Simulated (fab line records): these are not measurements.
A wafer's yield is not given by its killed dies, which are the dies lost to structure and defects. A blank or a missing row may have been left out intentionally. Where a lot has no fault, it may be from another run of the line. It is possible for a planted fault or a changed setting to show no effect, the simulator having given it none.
Matching of chambers || flow nandHarc || NHARC_P_BONDPAD_ETCH_37 on rieDiel-08 has 4 sister chambers
The step etches the open film in N2/H2, target depth 60 nm, overetch 18 nm, time 65.91 s. 14 wafers are shown with their chamber, then 7 later ones without.

## WAFERS, EACH WITH ITS CHAMBER
{"wafer": "L219.1", "chamber": 3, "showerheadPlenumPTorr (Torr)": 2.00, "drypumpMotorCurrentA (A)": 6.2, "rfVppV (V)": 429.4}
{"wafer": "L219.2", "chamber": 1, "showerheadPlenumPTorr (Torr)": 2.18, "drypumpMotorCurrentA (A)": 5.8, "rfVppV (V)": 433.9}
{"wafer": "L219.6", "chamber": 0, "showerheadPlenumPTorr (Torr)": 2.01, "drypumpMotorCurrentA (A)": 5.7, "rfVppV (V)": 429.6}
{"wafer": "L220.1", "chamber": 3, "showerheadPlenumPTorr (Torr)": 2.00, "drypumpMotorCurrentA (A)": 6.2, "rfVppV (V)": 429.8}
{"wafer": "L220.3", "chamber": 1, "showerheadPlenumPTorr (Torr)": 2.18, "drypumpMotorCurrentA (A)": 5.8, "rfVppV (V)": 433.8}
{"wafer": "L220.5", "chamber": 1, "showerheadPlenumPTorr (Torr)": 2.19, "drypumpMotorCurrentA (A)": 5.8, "rfVppV (V)": 435.1}
{"wafer": "L223.2", "chamber": 2, "showerheadPlenumPTorr (Torr)": 2.12, "drypumpMotorCurrentA (A)": 5.2, "rfVppV (V)": 433.7}
{"wafer": "L223.5", "chamber": 3, "showerheadPlenumPTorr (Torr)": 2.00, "drypumpMotorCurrentA (A)": 6.2, "rfVppV (V)": 430.5}
{"wafer": "L223.6", "chamber": 0, "showerheadPlenumPTorr (Torr)": 2.01, "drypumpMotorCurrentA (A)": 5.7, "rfVppV (V)": 431.2}
{"wafer": "L235.2", "chamber": 1, "showerheadPlenumPTorr (Torr)": 2.18, "drypumpMotorCurrentA (A)": 5.8, "rfVppV (V)": 434.3}
{"wafer": "L235.4", "chamber": 0, "showerheadPlenumPTorr (Torr)": 2.01, "drypumpMotorCurrentA (A)": 5.7, "rfVppV (V)": 430.7}
{"wafer": "L235.6", "chamber": 3, "showerheadPlenumPTorr (Torr)": 2.00, "drypumpMotorCurrentA (A)": 6.2, "rfVppV (V)": 428.9}
{"wafer": "L237.1", "chamber": 0, "showerheadPlenumPTorr (Torr)": 2.01, "drypumpMotorCurrentA (A)": 5.7, "rfVppV (V)": 430.2}
{"wafer": "L237.3", "chamber": 2, "showerheadPlenumPTorr (Torr)": 2.12, "drypumpMotorCurrentA (A)": 5.1, "rfVppV (V)": 434.0}

SIGNATURES (averages over the wafers above)
{"reading": "showerheadPlenumPTorr", "chamber 0": 2.0100, "chamber 1": 2.1825, "chamber 2": 2.1200, "chamber 3": 2.0000, "scatter within a chamber": 0.00274}
{"reading": "drypumpMotorCurrentA", "chamber 0": 5.700, "chamber 1": 5.800, "chamber 2": 5.150, "chamber 3": 6.200, "scatter within a chamber": 0.0224}
{"reading": "rfVppV", "chamber 0": 430.425, "chamber 1": 434.275, "chamber 2": 433.850, "chamber 3": 429.650, "scatter within a chamber": 0.622}
Rule: a wafer lies at a distance from a chamber equal to the root of the sum of squares, over the readings, of (its reading less the chamber's mean, divided by the reading's scatter). The wafer belongs to the nearest chamber; if the next one is less than 2 further off, it can't be placed. The scatter is the square root of a quotient: the sum, over the shown wafers, of each reading's squared deviation from its chamber's mean, divided by wafers minus chambers.

## WAFERS MISSING THEIR CHAMBER
{"wafer": "L237.4", "showerheadPlenumPTorr (Torr)": 2.18, "drypumpMotorCurrentA (A)": 5.8, "rfVppV (V)": 433.5}
{"wafer": "L240.2", "showerheadPlenumPTorr (Torr)": 2.11, "drypumpMotorCurrentA (A)": 5.1, "rfVppV (V)": 431.5}
{"wafer": "L240.5", "showerheadPlenumPTorr (Torr)": 2.01, "drypumpMotorCurrentA (A)": 5.7, "rfVppV (V)": 428.6}
{"wafer": "L240.6", "showerheadPlenumPTorr (Torr)": 2.00, "drypumpMotorCurrentA (A)": 6.2, "rfVppV (V)": 429.6}
{"wafer": "L242.1", "showerheadPlenumPTorr (Torr)": 2.18, "drypumpMotorCurrentA (A)": 5.8, "rfVppV (V)": 433.9}
{"wafer": "L242.2", "showerheadPlenumPTorr (Torr)": 2.01, "drypumpMotorCurrentA (A)": 5.7, "rfVppV (V)": 429.9}
{"wafer": "L242.5", "showerheadPlenumPTorr (Torr)": 2.18, "drypumpMotorCurrentA (A)": 5.8, "rfVppV (V)": 434.4}

## WHICH CHAMBER EACH WENT THROUGH
{"wafer": "L237.4", "from the rows above": 1, "in truth": 1}
{"wafer": "L240.2", "from the rows above": 2, "in truth": 2}
{"wafer": "L240.5", "from the rows above": 0, "in truth": 0}
{"wafer": "L240.6", "from the rows above": 3, "in truth": 3}
{"wafer": "L242.1", "from the rows above": 1, "in truth": 1}
{"wafer": "L242.2", "from the rows above": 0, "in truth": 0}
{"wafer": "L242.5", "from the rows above": 1, "in truth": 1}
Placed correctly: 7 of 7. Not placeable from these rows: 0. Number placed wrongly: 0.
